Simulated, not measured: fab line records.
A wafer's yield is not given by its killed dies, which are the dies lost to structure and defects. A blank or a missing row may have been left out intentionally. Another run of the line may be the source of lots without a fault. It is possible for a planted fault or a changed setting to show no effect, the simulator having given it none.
Lot-split experiment / flow n5-finfet / 7 lots, 21 wafers read, on a route of 1938 steps

== THE SPLIT ==
At N5_BEOL_M5_COAT_65 (time 60 s, resist thk 60 nm), the setting spin-rpm was moved away from the recipe's 1500 rpm on 10 of the 21 wafers read, by -9.1% to +8.5%. This setting was run at the recipe's value on the other wafers.

== FROM THE SPLIT TO THE READING: what the file shows between them, 6 steps ==
- N5_BEOL_M5_COAT_22: resist thk 30 nm (also split here: spin-rpm)
- N5_BEOL_M5_EBR_24
- N5_BEOL_M5_SOFTBAKE_23: time 60 s
- N5_BEOL_M5_DESCUM_33: chemistry O2, time 7 s
- N5_BEOL_M5_ETCH_75: etches underlayer in N2/H2, target depth 6.5 nm, time 5.2 s
- N5_BEOL_M5_ETCH_67: etches SiARC in CF4, target depth 15.6 nm, time 26 s

== THE READING ==
etch.depth-nm (the simulator's own value, which no gauge read), in nm, at N5_BEOL_M5_ETCH_68 (etches SOC in N2/H2, target depth 80 nm, overetch 16 nm, time 120 s). The file does not state a usual value for it. Average 59.81 nm, standard deviation 0.16 nm, over the 11 wafers here run with the recipe.

wafer=L086.1; tool, chamber at the split=litho-track-04, 0; spin-rpm as run, rpm=1543; against the recipe=+2.9%; etch.depth-nm, nm=58.74; against lot-mates on the recipe=-1.01
wafer=L086.2; tool, chamber at the split=litho-track-04, 0; spin-rpm as run, rpm=1500; against the recipe=recipe; etch.depth-nm, nm=59.68; against lot-mates on the recipe=-
wafer=L086.3; tool, chamber at the split=litho-track-04, 0; spin-rpm as run, rpm=1500; against the recipe=recipe; etch.depth-nm, nm=59.83; against lot-mates on the recipe=-
wafer=L088.1; tool, chamber at the split=litho-track-02, 0; spin-rpm as run, rpm=1364; against the recipe=-9.1%; etch.depth-nm, nm=62.98; against lot-mates on the recipe=+2.90
wafer=L088.2; tool, chamber at the split=litho-track-02, 0; spin-rpm as run, rpm=1364; against the recipe=-9.1%; etch.depth-nm, nm=63.03; against lot-mates on the recipe=+2.95
wafer=L088.3; tool, chamber at the split=litho-track-02, 0; spin-rpm as run, rpm=1500; against the recipe=recipe; etch.depth-nm, nm=60.08; against lot-mates on the recipe=-
wafer=L089.2; tool, chamber at the split=litho-track-01, 0; spin-rpm as run, rpm=1565; against the recipe=+4.3%; etch.depth-nm, nm=58.93; against lot-mates on the recipe=-1.21
wafer=L089.4; tool, chamber at the split=litho-track-01, 0; spin-rpm as run, rpm=1565; against the recipe=+4.3%; etch.depth-nm, nm=58.93; against lot-mates on the recipe=-1.21
wafer=L089.5; tool, chamber at the split=litho-track-01, 0; spin-rpm as run, rpm=1500; against the recipe=recipe; etch.depth-nm, nm=60.14; against lot-mates on the recipe=-
wafer=L090.1; tool, chamber at the split=litho-track-04, 0; spin-rpm as run, rpm=1500; against the recipe=recipe; etch.depth-nm, nm=59.62; against lot-mates on the recipe=-
wafer=L090.3; tool, chamber at the split=litho-track-04, 0; spin-rpm as run, rpm=1500; against the recipe=recipe; etch.depth-nm, nm=59.78; against lot-mates on the recipe=-
wafer=L090.5; tool, chamber at the split=litho-track-04, 0; spin-rpm as run, rpm=1450; against the recipe=-3.3%; etch.depth-nm, nm=60.7; against lot-mates on the recipe=+1.00
wafer=L092.1; tool, chamber at the split=litho-track-04, 0; spin-rpm as run, rpm=1500; against the recipe=recipe; etch.depth-nm, nm=59.87; against lot-mates on the recipe=-
wafer=L092.2; tool, chamber at the split=litho-track-04, 0; spin-rpm as run, rpm=1500; against the recipe=recipe; etch.depth-nm, nm=59.79; against lot-mates on the recipe=-
wafer=L092.5; tool, chamber at the split=litho-track-04, 0; spin-rpm as run, rpm=1500; against the recipe=recipe; etch.depth-nm, nm=59.75; against lot-mates on the recipe=-
wafer=L093.2; tool, chamber at the split=litho-track-04, 0; spin-rpm as run, rpm=1500; against the recipe=recipe; etch.depth-nm, nm=59.64; against lot-mates on the recipe=-
wafer=L093.4; tool, chamber at the split=litho-track-04, 0; spin-rpm as run, rpm=1628; against the recipe=+8.5%; etch.depth-nm, nm=57.3; against lot-mates on the recipe=-2.40
wafer=L093.5; tool, chamber at the split=litho-track-04, 0; spin-rpm as run, rpm=1500; against the recipe=recipe; etch.depth-nm, nm=59.75; against lot-mates on the recipe=-
wafer=L097.1; tool, chamber at the split=litho-track-02, 0; spin-rpm as run, rpm=1370; against the recipe=-8.7%; etch.depth-nm, nm=62.84; against lot-mates on the recipe=no lot-mate on the recipe
wafer=L097.3; tool, chamber at the split=litho-track-02, 0; spin-rpm as run, rpm=1370; against the recipe=-8.7%; etch.depth-nm, nm=62.86; against lot-mates on the recipe=no lot-mate on the recipe
wafer=L097.4; tool, chamber at the split=litho-track-02, 0; spin-rpm as run, rpm=1370; against the recipe=-8.7%; etch.depth-nm, nm=62.91; against lot-mates on the recipe=no lot-mate on the recipe

FIT RESULTS
A straight line over all 21 wafers: etch.depth-nm changes by -0.327 nm for each +1% of spin-rpm; r = -0.99; the points scatter about the line by 0.23 nm.
The same after taking each lot's own level away (the mean of its wafers on the recipe; 18 wafers): -0.307 nm for each +1%; r = -1.00; scatter 0.099 nm.
That fit puts the effect of the largest move of spin-rpm on the reading at 2.8 nm.
Across the lots, their own levels run from 59.695 to 60.140 nm, a range of 2.8 times the standard deviation given above.
The two slopes are in agreement: the lot-to-lot level therefore moves the slope only a little.
Check: with one of the wafers moved furthest among these (-9.1%) left out of the fit, the line predicts +2.77 nm for it against its lot-mates. It came out at +2.9 nm against them.

== ADDITIONAL SPLITS CARRIED BY THESE WAFERS ==
These wafers also went through other splits before the reading. Each is held against what the fit with the lots' levels taken away leaves over:
other split on the same wafers=N5_BEOL_M3_COAT_05 spin-rpm; wafers away from the commonest value=11; r with etch.depth-nm (lot level and that fit taken away)=+0.09
other split on the same wafers=N5_BEOL_M5_COAT_22 spin-rpm; wafers away from the commonest value=8; r with etch.depth-nm (lot level and that fit taken away)=-0.04

== THE WHOLE CHAIN: every reading that the file lists as answering this split, in the file's order ==
step=N5_BEOL_M5_COAT_65; what it does=time 60 s, resist thk 60 nm; reading=SOC_of_BEOL_M5_COAT_65.thk-nm (the simulator's own value, which no gauge read); change (the file's fit)=-0.302 nm for each +1% of the setting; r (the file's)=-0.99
step=N5_BEOL_M5_ETCH_68; what it does=etches SOC in N2/H2, target depth 80 nm, overetch 16 nm, time 120 s; reading=etch.depth-nm (the simulator's own value, which no gauge read); change (the file's fit)=-0.302 nm for each +1% of the setting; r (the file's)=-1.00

== THE FILE'S OWN FIT ==
etch.depth-nm changes by -0.302 nm for each +1% of spin-rpm, r = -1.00.
